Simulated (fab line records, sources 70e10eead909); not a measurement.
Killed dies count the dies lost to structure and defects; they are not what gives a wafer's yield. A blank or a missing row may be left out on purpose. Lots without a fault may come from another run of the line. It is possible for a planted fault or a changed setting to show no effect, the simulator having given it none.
Which tool is to blame? || flow nand_harc || 6 lots, 18 wafers sampled, at 5 steps of a route of 1302

WHAT EACH GAUGE READ, for each wafer
NHARC_END_SORT_01.
{"lot": "L811", "measured": "day 25 16:49", "on": "prober-01", "killed_at_array": "24 12 25"}
{"lot": "L814", "measured": "day 26 12:28", "on": "prober-02", "killed_at_array": "50 56 46"}

WHAT TOOL EACH LOT RAN ON (gives the tool, then ch and the chambers of the sampled wafers, and finally the start)
{"lot": "L809", "NHARC_A_CHANNEL_HOLE_D1_ETCH_26": "har_etch-01 ch 0,1, day 9 04:17", "NHARC_A_CHANNEL_HOLE_D1_STRIP_27": "rie_diel-10 ch 0,1,2, day 9 06:13 or earlier", "NHARC_A_CHANNEL_HOLE_D1_XSEM_31": "xsem-02 ch 0, day 9 06:13", "NHARC_A_CHANNEL_FILL_D1_ALD_15": "ald_sin_batch-02 ch 0, day 9 16:42"}
{"lot": "L811", "NHARC_A_CHANNEL_HOLE_D1_ETCH_26": "har_etch-01 ch 0,1, day 9 21:49", "NHARC_A_CHANNEL_HOLE_D1_STRIP_27": "rie_diel-13 ch 1,2, day 9 23:55 or earlier", "NHARC_A_CHANNEL_HOLE_D1_XSEM_31": "xsem-02 ch 0, day 9 23:55", "NHARC_A_CHANNEL_FILL_D1_ALD_15": "ald_sin_batch-02 ch 0, day 10 11:53"}
{"lot": "L814", "NHARC_A_CHANNEL_HOLE_D1_ETCH_26": "har_etch-01 ch 0,1, day 11 03:53", "NHARC_A_CHANNEL_HOLE_D1_STRIP_27": "rie_diel-10 ch 1,2,3, day 11 05:44 or earlier", "NHARC_A_CHANNEL_HOLE_D1_XSEM_31": "xsem-02 ch 0, day 11 05:44", "NHARC_A_CHANNEL_FILL_D1_ALD_15": "ald_sin_batch-02 ch 0, day 11 16:08"}
{"lot": "L818", "NHARC_A_CHANNEL_HOLE_D1_ETCH_26": "har_etch-01 ch 0,1, day 13 01:50", "NHARC_A_CHANNEL_HOLE_D1_STRIP_27": "rie_diel-13 ch 0,1,2, day 13 03:38 or earlier", "NHARC_A_CHANNEL_HOLE_D1_XSEM_31": "xsem-02 ch 0, day 13 03:38", "NHARC_A_CHANNEL_FILL_D1_ALD_15": "ald_sin_batch-01 ch 0, day 13 14:09"}
{"lot": "L829", "NHARC_A_CHANNEL_HOLE_D1_ETCH_26": "har_etch-01 ch 0, day 17 08:04", "NHARC_A_CHANNEL_HOLE_D1_STRIP_27": "rie_diel-13 ch 0,1, day 17 10:01 or earlier", "NHARC_A_CHANNEL_HOLE_D1_XSEM_31": "xsem-02 ch 0, day 17 10:01", "NHARC_A_CHANNEL_FILL_D1_ALD_15": "ald_sin_batch-01 ch 0, day 17 21:23"}
{"lot": "L831", "NHARC_A_CHANNEL_HOLE_D1_ETCH_26": "har_etch-01 ch 0,1, day 18 06:47", "NHARC_A_CHANNEL_HOLE_D1_STRIP_27": "rie_diel-13 ch 0,2,3, day 18 08:38 or earlier", "NHARC_A_CHANNEL_HOLE_D1_XSEM_31": "xsem-02 ch 0, day 18 08:38", "NHARC_A_CHANNEL_FILL_D1_ALD_15": "ald_sin_batch-01 ch 0, day 18 19:16"}
- NHARC_A_CHANNEL_HOLE_D1_ETCH_26: etches the open film in C4F8/O2/Ar, time 224.1 s, target depth 300 nm.
- NHARC_A_CHANNEL_HOLE_D1_STRIP_27: strips in O2.
- NHARC_A_CHANNEL_HOLE_D1_XSEM_31
- NHARC_A_CHANNEL_FILL_D1_ALD_15: deposits SiNx, target thk 2 nm, pulse time 60 s, ald cycles 19.

THE ANSWER, worked out from the rows above alone
Rule: the usual values come from the lots themselves. Put in order of their means at a reading, lots are off if they are a third of the lots or fewer, leave a main group of 4 or more, and stand apart from it by a gap of 3 or more times the standard deviation of the main group's means; of several such gaps the widest counts. A main group is skipped when, at the precision printed for the reading in the tables above, its means are all equal. Also off: a lot with no number at a reading for which 4 or more lots have one. Any other lot the step has rows for is counted as sound.
No lot is off at any reading shown: from this, nothing can be told.

WHAT THE SIMULATOR HAD INSERTED
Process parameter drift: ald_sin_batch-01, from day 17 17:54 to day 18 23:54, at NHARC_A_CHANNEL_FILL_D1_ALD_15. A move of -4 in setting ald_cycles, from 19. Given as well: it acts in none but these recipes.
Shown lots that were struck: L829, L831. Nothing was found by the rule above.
